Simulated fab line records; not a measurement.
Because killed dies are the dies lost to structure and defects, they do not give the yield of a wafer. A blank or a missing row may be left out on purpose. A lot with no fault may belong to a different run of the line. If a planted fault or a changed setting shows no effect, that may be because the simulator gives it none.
fab line records	flow nand-harc
record: lots: 14	wafers: 42	last-day: 32
route steps=1302 shown A_CONTACT@1056
lots with no fault: from the same line, run without faults
start-h: hours from the record's first day to the start of the lot's first wafer shown	wait-h: time in hours since the lot's previous step	" identical to the entry in the row above	L1.1+2: several wafers, shown together as one row	- either no value or no given start	* or withheld: withheld	< > ~ a bound
route shown NAME@n: NAME is a module with steps in the file, n the number in the route of the first one	usual: average and standard deviation across the fault-free wafers	same: alike in all rows	chamber/n: place in a boat	sites: the reading at each site	_std_site: how widely they spread, as a standard deviation	_edge_site: the outer-site mean with the inner-site mean subtracted	radius-mm: for every site, how far away it sits from the centre of the wafer	mask NAME#n: copy n	behind: the last tool/chamber to shape the wafer	hold: why the lot went on hold/how many hours it stayed there/how the hold came to an end	device: which transistor (n, p or np) failed to switch	end of line: the tests these same wafers got at the end of their route	where a step has no rows: the recipe by itself	killed: count of dies lost to structure and defects at first sort (not the wafer's yield)	map: a wafer's dies, x killed, . not, _ none there
set.NAME: the setting the step ran with; set.NAME@STEP: the setting that earlier step ran with	model.NAME: the simulator's own value behind a step, which no gauge read
the route's steps for a sample of lots (tables are steps, rows are wafers)
services: a tool's chamber out of use, with start hour (start-h, from the record's first day; less than 0 if before it), hours out, and reason
== steps ==
step: NHARC_A_CONTACT_ETCH_133
recipe: source-w: withheld	pressure-mtorr: 20	bias-v: 400	time-s: 374	target-depth-a: 16100	ar-flow-sccm: withheld	c4f8-flow-sccm: 11.5	o2-flow-sccm: 7.2	chemistry: C4F8/O2/Ar
lot.wafer	tool	chamber	start-h	wait-h	rf-hours-counter-h
L903.2	har-cap-etch-03	0	506.37	0.1	43
L903.4	"	1	"	"	-
L903.5	"	0	"	"	-
L904.2	har-cap-etch-01	1	522.62	0.3	1
L904.4	"	1	"	"	-
L904.5	"	0	"	"	-
L906.1	har-cap-etch-02	0	535.25	0.2	91
L906.4	"	0	"	"	-
L906.6	"	0	"	"	-
L907.1	har-cap-etch-01	0	541.91	0.2	6
L907.3	"	1	"	"	-
L907.5	"	1	"	"	-
L909.2	har-cap-etch-03	0	568.38	0.1	55
L909.4	"	1	"	"	-
L909.5	"	0	"	"	-
L910.2	har-cap-etch-02	0	575.97	0.2	98
L910.4	"	0	"	"	-
L910.5	"	1	"	"	-
L914.2	har-cap-etch-01	1	614.59	0.1	17
L914.1	"	0	"	"	17
L914.6	"	1	"	"	-
L913.3	har-cap-etch-03	0	623.49	0.2	-
L913.4	"	1	"	"	-
L913.5	"	0	"	"	-
L915.3	har-cap-etch-01	1	626.61	0.2	-
L915.6	"	1	"	"	-
L915.5	"	0	"	"	-
L912.2	har-cap-etch-01	1	635.23	0.2	21
L912.3	"	0	"	"	-
L912.4	"	1	"	"	-
L916.2	har-cap-etch-03	0	642.90	0.2	68
L916.4	"	1	"	"	-
L916.6	"	1	"	"	-
L920.1	har-cap-etch-02	1	680.28	0.1	116
L920.3	"	0	"	"	-
L920.5	"	0	"	"	-
L921.1	har-cap-etch-01	1	682.74	0.1	30
L921.4	"	0	"	"	-
L921.5	"	1	"	"	-
L925.2	har-cap-etch-01	0	719.00	0.1	38
L925.4	"	1	"	"	-
L925.5	"	0	"	"	-
step: NHARC_A_CONTACT_ETCH_91
recipe: target-depth-a: 400	over-etch-frac: 0.5	time-s: 85.7	ion-energy-ev: 120	ch3f-flow-sccm: 50	o2-flow-sccm: 30	ar-flow-sccm: 200	rf-w: 500	bias-w: 100	chemistry: CH3F/O2
usual: drypump-motor-current-A: 5.9/0.37	oes-product-au: 0.939/0.03	rf-vpp-V: 244.0/1.6	showerhead-plenum-p-Torr: 2.43/0.09	throttle-valve-pct: 20.663/0.0084
lot.wafer	tool	chamber	start-h	wait-h	drypump-motor-current-A	oes-product-au	rf-hours-counter-h	rf-vpp-V	showerhead-plenum-p-Torr	throttle-valve-pct
L903.4	rie-diel-04	2	507.17	0.5	6.3	0.927	27	247.7	2.53	20.662
L903.2	"	3	"	"	5.5	0.942	22	246.2	2.50	20.682
L903.5	"	1	"	"	5.6	0.931	-	243.3	2.40	20.651
L904.4	rie-diel-04	2	523.48	0.6	6.3	0.951	29	245.1	2.53	20.679
L904.2	"	0	"	"	5.6	0.953	28	242.4	2.32	20.678
L904.5	"	2	"	"	6.3	0.948	-	244.8	2.53	20.669
L906.4	rie-diel-03	0	535.99	0.5	5.7	0.921	22	245.6	2.48	20.667
L906.1	"	1	"	"	5.6	0.913	16	245.8	2.53	20.656
L906.6	"	2	"	"	6.6	0.922	-	240.2	2.28	20.649
L907.1	rie-diel-04	3	542.65	0.7	5.5	1.015	1	243.9	2.50	20.659
L907.3	"	0	"	"	5.6	0.999	1	241.8	2.31	20.653
L907.5	"	2	"	"	6.3	0.985	-	243.5	2.52	20.656
L909.2	rie-diel-04	3	569.17	0.7	5.5	0.941	4	245.4	2.50	20.669
L909.4	"	0	"	"	5.6	0.919	4	242.6	2.31	20.665
L909.5	"	0	"	"	5.6	0.928	-	242.3	2.31	20.638
L910.2	rie-diel-03	0	576.70	0.7	5.7	0.919	40	244.6	2.47	20.651
L910.4	"	2	"	"	6.7	0.924	35	241.8	2.28	20.666
L910.5	"	0	"	"	5.7	0.923	-	244.3	2.47	20.664
L914.1	rie-diel-04	1	615.39	0.7	5.6	0.917	10	244.1	2.39	20.672
L914.2	"	3	"	"	5.5	0.928	11	245.4	2.50	20.674
L914.6	"	0	"	"	5.6	0.916	-	242.9	2.31	20.665
L913.4	rie-diel-02	1	624.15	0.5	5.9	0.910	14	244.4	2.34	20.668
L913.3	"	2	"	"	6.0	0.942	17	242.2	2.29	20.663
L913.5	"	0	"	"	5.6	0.932	-	244.1	2.48	20.668
L915.3	rie-diel-02	3	627.29	0.6	6.1	0.935	16	242.7	2.41	20.656
L915.6	"	0	"	"	5.6	0.927	-	244.7	2.48	20.661
L915.5	"	1	"	"	5.9	0.902	-	242.6	2.34	20.675
L912.4	rie-diel-04	2	635.95	0.5	6.2	0.986	14	245.3	2.52	20.682
L912.3	"	0	"	"	5.6	1.012	13	242.9	2.31	20.663
L912.2	"	1	"	"	5.6	1.004	14	241.7	2.39	20.649
L916.2	rie-diel-04	3	643.63	0.7	5.5	0.932	17	246.2	2.49	20.668
L916.4	"	1	"	"	5.6	0.939	16	241.6	2.39	20.668
L916.6	"	3	"	"	5.5	0.948	-	244.3	2.49	20.662
L920.1	rie-diel-02	2	681.08	0.7	6.0	0.931	39	241.7	2.28	20.670
L920.3	"	0	"	"	5.6	0.933	31	244.9	2.48	20.653
L920.5	"	2	"	"	6.0	0.937	-	241.7	2.28	20.655
L921.1	rie-diel-03	0	683.52	0.7	5.7	0.933	12	244.2	2.46	20.664
L921.4	"	2	"	"	6.6	0.925	13	247.6	2.66	20.683
L921.5	"	0	"	"	5.7	0.919	-	244.1	2.46	20.658
L925.2	rie-diel-04	0	719.77	0.7	5.6	1.013	0	242.6	2.30	20.662
L925.4	"	2	"	"	6.3	0.974	0	247.2	2.51	20.661
L925.5	"	1	"	"	5.6	0.992	-	242.5	2.38	20.653
step: NHARC_A_CONTACT_STRIP_82
recipe: o2-flow-sccm: 500	ar-flow-sccm: 0	bias-w: 0	chemistry: O2
usual: drypump-motor-current-A: 5.9/0.34	oes-product-au: 1.001/0.012	rf-vpp-V: 57.7/0.87	showerhead-plenum-p-Torr: 3.48/0.12	throttle-valve-pct: 17.037/0.0098
lot.wafer	tool	chamber	start-h	wait-h	drypump-motor-current-A	oes-product-au	rf-hours-counter-h	rf-vpp-V	showerhead-plenum-p-Torr	throttle-valve-pct
L903.4	rie-diel-04	3	-	-	5.5	1.011	22	58.5	3.59	17.022
L903.2	"	0	"	"	5.6	0.994	26	57.3	3.33	17.039
L903.5	"	2	"	"	6.3	0.993	-	58.2	3.62	17.045
L904.4	rie-diel-04	0	-	-	5.6	0.996	28	58.1	3.33	17.030
L904.2	"	1	"	"	5.6	0.996	24	57.5	3.44	17.036
L904.5	"	1	"	"	5.6	0.999	-	58.0	3.44	17.021
L906.4	rie-diel-03	3	-	-	6.4	0.997	24	57.1	3.51	17.045
L906.1	"	0	"	"	5.7	0.992	22	58.5	3.55	17.045
L906.6	"	1	"	"	5.6	1.002	-	57.9	3.62	17.031
L907.3	rie-diel-04	3	-	-	5.5	1.018	1	57.4	3.58	17.028
L907.1	"	0	"	"	5.6	1.005	1	56.6	3.33	17.039
L907.5	"	2	"	"	6.3	0.994	-	58.5	3.62	17.037
L909.2	rie-diel-04	0	-	-	5.6	0.996	4	57.8	3.33	17.043
L909.4	"	1	"	"	5.6	0.994	4	57.9	3.44	17.049
L909.5	"	0	"	"	5.6	1.010	-	58.0	3.33	17.034
L910.2	rie-diel-04	2	-	-	6.3	0.994	6	57.6	3.62	17.029
L910.4	"	1	"	"	5.6	0.992	6	55.6	3.44	17.046
L910.5	"	2	"	"	6.3	0.987	-	57.2	3.62	17.043
L914.1	rie-diel-02	1	-	-	6.0	1.000	13	58.6	3.37	17.037
L914.2	"	3	"	"	6.1	1.014	13	57.4	3.47	17.049
L914.6	"	1	"	"	6.0	0.984	-	56.6	3.37	17.032
L913.4	rie-diel-02	3	-	-	6.1	1.008	15	58.6	3.47	17.053
L913.3	"	1	"	"	6.0	0.993	14	56.6	3.37	17.041
L913.5	"	0	"	"	5.6	1.009	-	58.6	3.56	17.035
L915.3	rie-diel-02	2	-	-	6.0	1.009	18	56.8	3.29	17.046
L915.5	"	0	"	"	5.6	1.006	-	58.0	3.56	17.045
L915.6	"	1	"	"	6.0	0.991	-	55.4	3.37	17.041
L912.2	rie-diel-04	2	-	-	6.2	0.982	15	57.7	3.61	17.053
L912.3	"	0	"	"	5.6	1.003	14	56.9	3.32	17.033
L912.4	"	1	"	"	5.6	1.006	14	57.7	3.43	17.058
L916.4	rie-diel-04	3	-	-	5.5	1.005	17	57.4	3.58	17.014
L916.2	"	2	"	"	6.3	0.992	16	58.3	3.61	17.028
L916.6	"	0	"	"	5.6	1.008	-	56.6	3.32	17.020
L920.3	rie-diel-04	1	-	-	5.6	1.001	21	58.5	3.43	17.029
L920.1	"	0	"	"	5.6	1.015	22	57.1	3.32	17.043
L920.5	"	1	"	"	5.6	0.993	-	56.8	3.43	17.035
L921.1	rie-diel-02	3	-	-	6.2	1.004	35	56.3	3.46	17.049
L921.4	"	1	"	"	6.0	0.983	35	57.6	3.36	17.036
L921.5	"	3	"	"	6.1	1.009	-	57.7	3.46	17.054
L925.4	rie-diel-04	2	-	-	6.3	0.987	0	56.9	3.60	17.048
L925.2	"	0	"	"	5.6	1.013	0	56.4	3.31	17.043
L925.5	"	2	"	"	6.3	0.981	-	57.6	3.60	17.038
step: NHARC_A_CONTACT_DEP_85
recipe: target-thk-a: 600	target-thk-nm: 60	temp-c: 400	pressure-torr: 3.5	flow-sccm: 200	rf-w: 350	material: SiON
usual: chamber-pressure-Torr: 3.500/0.0085	heater-power-outer-w: 437/61	heater-power-w: 721/99
lot.wafer	tool	chamber	start-h	wait-h	chamber-pressure-Torr	heater-power-outer-w	heater-power-w
L903.2	pecvd-04	0	510.12	1.2	3.505	548	839
L903.4	"	2	"	"	3.503	543	812
L903.5	"	0	"	"	3.504	546	810
L904.2	pecvd-03	2	528.52	1.2	3.492	387	755
L904.4	"	0	"	"	3.487	444	726
L904.5	"	1	"	"	3.505	363	586
L906.1	pecvd-04	1	539.64	1.5	3.504	365	579
L906.6	"	1	"	"	3.505	365	597
L906.4	"	0	"	"	3.504	441	730
L907.3	pecvd-01	0	545.49	0.9	3.505	509	858
L907.1	"	1	"	"	3.507	410	655
L907.5	"	2	"	"	3.503	430	725
L909.2	pecvd-01	2	572.10	1.2	3.505	442	768
L909.4	"	1	"	"	3.498	342	543
L909.5	"	0	"	"	3.491	439	764
L910.2	pecvd-04	1	579.65	1.2	3.501	376	610
L910.5	"	2	"	"	3.509	437	662
L910.4	"	1	"	"	3.504	378	608
L914.1	pecvd-04	1	624.26	1.5	3.506	396	636
L914.2	"	2	"	"	3.499	545	829
L914.6	"	1	"	"	3.498	396	617
L913.3	pecvd-01	2	633.26	1.0	3.484	398	676
L913.4	"	1	"	"	3.500	335	550
L913.5	"	2	"	"	3.495	406	695
L915.3	pecvd-01	0	635.47	0.9	3.496	504	869
L915.6	"	0	"	"	3.499	517	870
L915.5	"	2	"	"	3.507	482	789
L912.2	pecvd-01	0	639.85	1.3	3.500	530	867
L912.3	"	1	"	"	3.496	379	609
L912.4	"	1	"	"	3.497	375	604
L916.2	pecvd-01	1	646.66	1.2	3.503	327	563
L916.4	"	1	"	"	3.499	346	558
L916.6	"	2	"	"	3.510	407	675
L920.1	pecvd-04	2	684.04	1.5	-	-	-
L920.3	"	0	"	"	-	-	-
L920.5	"	0	"	"	-	-	-
L921.1	pecvd-01	1	690.07	1.5	-	-	-
L921.4	"	0	"	"	-	-	-
L921.5	"	1	"	"	-	-	-
L925.2	pecvd-01	1	724.13	1.4	3.499	345	574
L925.5	"	1	"	"	3.488	337	581
L925.4	"	0	"	"	3.500	498	872
== services ==
tool	chamber	start-h	hours	kind
rie-diel-03	0	485.25	7.6	repair
rie-diel-04	0	487.06	-	clean
rie-diel-04	1	487.06	-	clean
rie-diel-04	2	487.06	-	clean
rie-diel-04	3	487.06	-	clean
pecvd-01	-	492.57	13.0	pm
har-cap-etch-01	-	497.00	17.0	pm
rie-diel-03	1	518.37	15.8	repair
pecvd-03	1	528.84	17.3	repair
rie-diel-04	-	531.90	9.0	pm
pecvd-03	-	547.00	13.0	pm
pecvd-01	0	558.26	10.0	repair
rie-diel-02	-	572.22	9.0	pm
pecvd-04	-	610.05	0.5	repair
pecvd-03	-	629.85	2.7	repair
pecvd-04	-	631.34	13.0	pm
pecvd-03	-	633.34	106.0	repair
rie-diel-03	-	635.98	9.0	pm
pecvd-01	-	673.57	13.0	pm
rie-diel-03	2	686.75	4.4	repair
rie-diel-03	1	698.73	5.7	repair
har-cap-etch-02	-	702.83	0.5	repair
rie-diel-04	-	708.93	9.0	pm
pecvd-04	-	715.44	1.6	repair
== key ==
first-sign: step: NHARC_A_CONTACT_DEP_85	reading: tool-record	direction: missing
effect none on later readings
met-at NHARC_A_CONTACT_DEP_85
struck-lots L920,L921
later-rows-left-out L920.1,L920.3,L920.5,L921.1,L921.4,L921.5
sort-left-out L920.1,L920.3,L920.5,L921.1,L921.4,L921.5
tester-left-out L920,L921
not-acting-at NHARC_A_CONTACT_ETCH_133,NHARC_A_CONTACT_ETCH_91,NHARC_A_CONTACT_STRIP_82
onset-between 646.66 684.04
fault: kind: skipped-step-whole	tool: pecvd-01,pecvd-04	chamber: -	onset-h: 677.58	steps: NHARC_A_CONTACT_DEP_85	scope: struck-lots-only
tester-left-out: of these lots the tester's yield and bins aren't shown, on N5 and GAA mostly nor the transistor test; their killed dies are dies lost to structure and defects alone, not to doping, threshold or leakage, so they don't give the yield
sort-left-out: the simulated sort isn't trusted on such a fault, so these wafers' sort isn't shown, and their yield isn't known
later-rows-left-out: the simulator's readings of these wafers behind a module that went badly wrong aren't trusted and aren't shown, but for the sort
